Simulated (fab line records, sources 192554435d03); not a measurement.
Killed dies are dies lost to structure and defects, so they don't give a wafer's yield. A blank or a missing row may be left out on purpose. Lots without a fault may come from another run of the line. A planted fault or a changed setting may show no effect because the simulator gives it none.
fab line records | flow n5_finfet | part 2 of 2: steps 23 to 26 of 26
record lots=5 wafers=15 last_day=18
route steps=1938 shown BEOL_M2@858
lots that met no fault: from a run of the same line without faults
start_h: hours from the record's first day to the start of the lot's first wafer shown | wait_h: hours since the lot's step before | " the same as in the row above | L1.1+2: a row that stands for several wafers | - no value, or no start given | * or withheld: withheld | < > ~ a bound
route shown NAME@n: a module of which the file shows steps, and the number in the route of the first | usual: mean/standard deviation of fault-free wafers | same: alike in all rows | chamber/n: place in a boat | sites: the reading at each site | _std_site: their standard deviation | _edge_site: outer sites' mean less inner sites' | radius_mm: how far each site lies from the wafer's centre | mask NAME#n: copy n | behind: the tool/chamber that last shaped the wafer | hold: why the lot was held/for how many hours/how that ended | device: the transistor (n, p or np) that didn't switch | end of line: the same wafers' tests at the end of the route | a step without rows: its recipe alone | killed: dies lost to structure and defects at the first sort, not the wafer's yield | map: a wafer's dies, x killed, . not, _ none there
set.NAME: the setting as run; set.NAME@STEP: as run at that earlier step | model.NAME: the simulator's own value behind a step, which no gauge read
lots at some steps of the route; a table a step, a row a wafer
services: from which hour (start_h, from the record's first day; less than 0 if before it) a tool's chamber was out of use, for how many hours, and why
## steps
# step N5_BEOL_M2_ETCH_77
# recipe chemistry=N2/H2 target=underlayer target_depth_a=65 mask_material=CAR-EUV time_s=5.2 ion_energy_ev=200 pressure_mtorr=30 source_w=840 bias_w=150 n2_flow_sccm=200 h2_flow_sccm=200 ends=cleared
# usual bias_w=150.0/0.44 drypump_motor_current_A=5.9/0.35 etch_rf_on_time_s=5.19/0.075 oes_product_au=0.70/0.08 rf_vpp_V=523/3.5 showerhead_plenum_p_Torr=2.53/0.12 throttle_valve_pct=17.87/0.21
# columns lot.wafer tool chamber start_h wait_h bias_w drypump_motor_current_A etch_rf_on_time_s oes_product_au rf_hours_counter_h rf_vpp_V showerhead_plenum_p_Torr throttle_valve_pct
L079.1 rie_diel-03 3 166.08 0.0 149.4 6.2 5.23 0.66 111 525 2.67 18.02
L079.3 " 1 " " 150.8 5.9 5.12 0.81 5 527 2.61 18.07
L079.5 " 0 " " 149.5 5.6 5.26 0.59 - 523 2.52 17.75
L081.2 rie_diel-03 3 186.21 0.0 149.7 6.2 5.12 0.66 121 527 2.66 18.04
L081.4 " 1 " " 150.3 5.9 5.10 0.80 14 523 2.61 18.08
L081.5 " 2 " " 150.3 6.2 5.22 0.63 - 518 2.34 18.13
L088.1 rie_diel-03 2 222.36 0.0 149.0 6.2 5.26 0.62 189 517 2.33 18.12
L088.3 " 3 " " 149.8 6.2 5.22 0.65 126 525 2.66 18.06
L088.6 " 1 " " 150.1 5.9 5.21 0.76 - 524 2.60 18.13
L089.2 rie_diel-06 2 227.73 0.0 149.3 6.3 5.12 0.81 20 523 2.50 17.68
L089.3 " 0 " " 150.1 5.8 5.26 0.66 123 522 2.45 17.75
L089.4 " 3 " " 150.5 6.5 5.19 0.75 33 522 2.50 17.72
L097.2 rie_diel-06 2 272.78 0.0 149.8 6.3 5.21 0.78 37 524 2.49 17.71
L097.3 " 3 " " 149.7 6.5 5.28 0.74 47 523 2.49 17.76
L097.5 " 2 " " 150.2 6.3 5.14 0.78 - 524 2.49 17.72
# step N5_BEOL_M2_ETCH_69
# recipe chemistry=CF4 target=SiARC target_depth_a=156 mask_material=CAR-EUV time_s=26 ion_energy_ev=80 pressure_mtorr=40 source_w=545 bias_w=36 Ar_flow_sccm=100 cf4_flow_sccm=100 ends=cleared
# usual bias_w=36.01/0.11 drypump_motor_current_A=5.9/0.35 etch_rf_on_time_s=25.9/0.38 oes_product_au=0.70/0.081 rf_vpp_V=183.9/1.4 showerhead_plenum_p_Torr=2.13/0.096 throttle_valve_pct=15.61/0.23
# columns lot.wafer tool chamber start_h wait_h bias_w drypump_motor_current_A etch_rf_on_time_s oes_product_au rf_hours_counter_h rf_vpp_V showerhead_plenum_p_Torr throttle_valve_pct
L079.1 rie_diel-03 3 166.10 0.0 36.07 6.2 25.6 0.66 111 183.5 2.25 15.86
L079.3 " 1 " " 35.94 5.9 25.4 0.84 5 184.1 2.19 15.69
L079.5 " 0 " " 35.86 5.6 26.1 0.60 - 185.0 2.12 15.59
L081.2 rie_diel-03 3 186.23 0.0 36.12 6.2 25.8 0.66 121 185.5 2.24 15.88
L081.4 " 1 " " 36.09 5.9 25.4 0.80 14 187.8 2.19 15.69
L081.5 " 2 " " 35.92 6.2 26.0 0.63 - 182.2 1.97 15.87
L088.1 rie_diel-03 2 222.37 0.0 35.88 6.1 26.0 0.62 189 180.7 1.97 15.89
L088.3 " 3 " " 36.12 6.2 25.7 0.65 126 185.7 2.24 15.90
L088.6 " 1 " " 36.11 5.9 25.6 0.77 - 183.5 2.18 15.75
L089.2 rie_diel-06 2 227.75 0.0 36.05 6.3 25.5 0.81 20 184.4 2.10 15.36
L089.3 " 0 " " 36.00 5.8 25.9 0.69 123 183.0 2.07 15.53
L089.4 " 3 " " 36.23 6.4 26.0 0.76 33 183.2 2.10 15.37
L097.2 rie_diel-06 2 272.80 0.0 35.98 6.3 25.8 0.78 37 184.2 2.09 15.37
L097.3 " 3 " " 36.12 6.4 26.2 0.73 47 184.8 2.09 15.41
L097.5 " 2 " " 36.18 6.3 25.7 0.79 - 182.8 2.09 15.39
# step N5_BEOL_M2_ALD_98
# recipe material=SiO2 target_thk_a=25 temp_c=100 ald_precursor_family=BDEAS ald_co_reactant=O2-plasma pulse_time_s=1 co_reactant_pulse_time_s=1 purge_time_s=2 co_reactant_purge_time_s=2 ald_cycles=17 pressure_torr=2
# usual heater_power_w=80/8.4 precursor_pulse_height_rel=0.999/0.021
# same purge_time_s=2
# columns lot.wafer tool chamber start_h wait_h heater_power_w precursor_pulse_height_rel since_wet_clean_h
L079.1 ald_sin-04 2 166.18 0.1 91 0.997 158
L079.3 " 1 " " 67 1.016 158
L079.5 " 1 " " 69 1.036 -
L081.2 ald_sin-04 2 186.31 0.1 88 1.001 178
L081.4 " 1 " " 69 1.011 178
L081.5 " 2 " " 88 1.048 -
L088.1 ald_sin-04 3 222.46 0.1 81 1.010 215
L088.3 " 2 " " 90 0.968 215
L088.6 " 3 " " 81 0.996 -
L089.2 ald_sin-04 2 228.14 0.4 90 0.962 220
L089.3 " 0 " " 78 0.998 220
L089.4 " 1 " " 69 0.982 220
L097.2 ald_sin-04 1 272.88 0.1 69 1.016 265
L097.3 " 2 " " 89 0.997 265
L097.5 " 2 " " 91 0.999 -
# step N5_BEOL_M2_ETCHBACK_99
# recipe chemistry=CHF3 target=SiO2 target_depth_a=50 time_s=10.4 source_w=215 bias_w=47 Ar_flow_sccm=200 CHF3_flow_sccm=12 ion_energy_ev=100 pressure_mtorr=30
# usual bias_w=46.98/0.14 drypump_motor_current_A=5.9/0.36 oes_ar_750_au=0.82/0.088 oes_f_703_au=0.83/0.089 oes_product_au=0.82/0.092 rf_vpp_V=239.8/2.7 showerhead_plenum_p_Torr=2.14/0.098 throttle_valve_pct=17.06/0.25
# columns lot.wafer tool chamber start_h wait_h bias_w drypump_motor_current_A oes_ar_750_au oes_f_703_au oes_product_au rf_hours_counter_h rf_vpp_V showerhead_plenum_p_Torr throttle_valve_pct
L079.1 rie_diel-03 0 176.06 9.8 46.89 5.6 0.71 0.71 0.70 224 238.3 2.12 17.01
L079.3 " 1 " " 46.92 5.9 0.94 0.95 0.97 9 239.9 2.20 17.22
L079.5 " 0 " " 46.65 5.6 0.72 0.72 0.70 - 238.7 2.12 17.00
L081.2 rie_diel-06 2 196.34 10.0 47.03 6.3 0.96 0.98 0.99 9 235.7 2.11 16.81
L081.4 " 1 " " 47.15 5.4 0.87 0.87 0.88 45 241.2 2.27 16.85
L081.5 " 2 " " 47.01 6.3 0.98 0.98 0.98 - 236.8 2.11 16.81
L088.1 rie_diel-03 1 230.15 7.7 47.05 5.9 0.89 0.90 0.89 32 239.5 2.20 17.25
L088.3 " 0 " " 46.89 5.6 0.69 0.71 0.69 248 237.9 2.11 17.06
L088.6 " 0 " " 46.98 5.6 0.69 0.70 0.68 - 238.7 2.11 17.04
L089.2 rie_diel-05 1 235.39 7.2 47.24 6.0 0.69 0.69 0.68 216 242.1 2.04 16.86
L089.3 " 3 " " 47.17 5.8 0.95 0.94 0.95 11 243.2 2.30 16.72
L089.4 " 0 " " 47.30 5.3 0.71 0.71 0.71 238 238.9 2.04 17.62
L097.2 rie_diel-06 3 281.26 8.3 46.98 6.5 0.85 0.85 0.85 50 243.6 2.10 16.87
L097.3 " 2 " " 47.14 6.3 0.90 0.91 0.90 40 237.3 2.10 16.86
L097.5 " 2 " " 46.89 6.3 0.90 0.92 0.91 - 235.6 2.10 16.86
## services
# columns tool chamber start_h hours kind
rie_diel-06 3 142.93 - clean
rie_diel-06 3 142.93 - consumable_replace:focus_ring
rie_diel-06 3 142.93 10.0 scheduled_down
rie_diel-05 - 143.02 12.1 repair
euv_scanner-01 - 150.16 1.0 pm
euv_scanner-02 - 155.21 1.0 pm
euv_scanner-02 - 156.94 12.0 pm
rie_diel-03 0 160.20 1.9 repair
euv_scanner-01 - 175.94 1.0 repair
rie_diel-05 2 178.77 4.2 repair
euv_scanner-01 - 192.27 1.0 pm
rie_metal-02 - 196.03 2.8 pm
euv_scanner-02 - 207.04 1.0 pm
euv_scanner-01 - 219.46 17.3 pm
rie_metal-03 - 232.10 2.8 pm
euv_scanner-02 - 238.39 6.2 pm
rie_diel-06 3 240.11 5.5 repair
euv_scanner-01 - 248.42 1.0 pm
euv_scanner-02 - 251.59 4.6 pm
rie_diel-03 0 255.88 1.4 repair
rie_diel-05 - 259.04 0.4 repair
litho_track-05 - 259.56 - consumable_replace:filter
euv_scanner-02 - 263.19 1.0 pm
rie_diel-03 2 267.03 4.8 repair
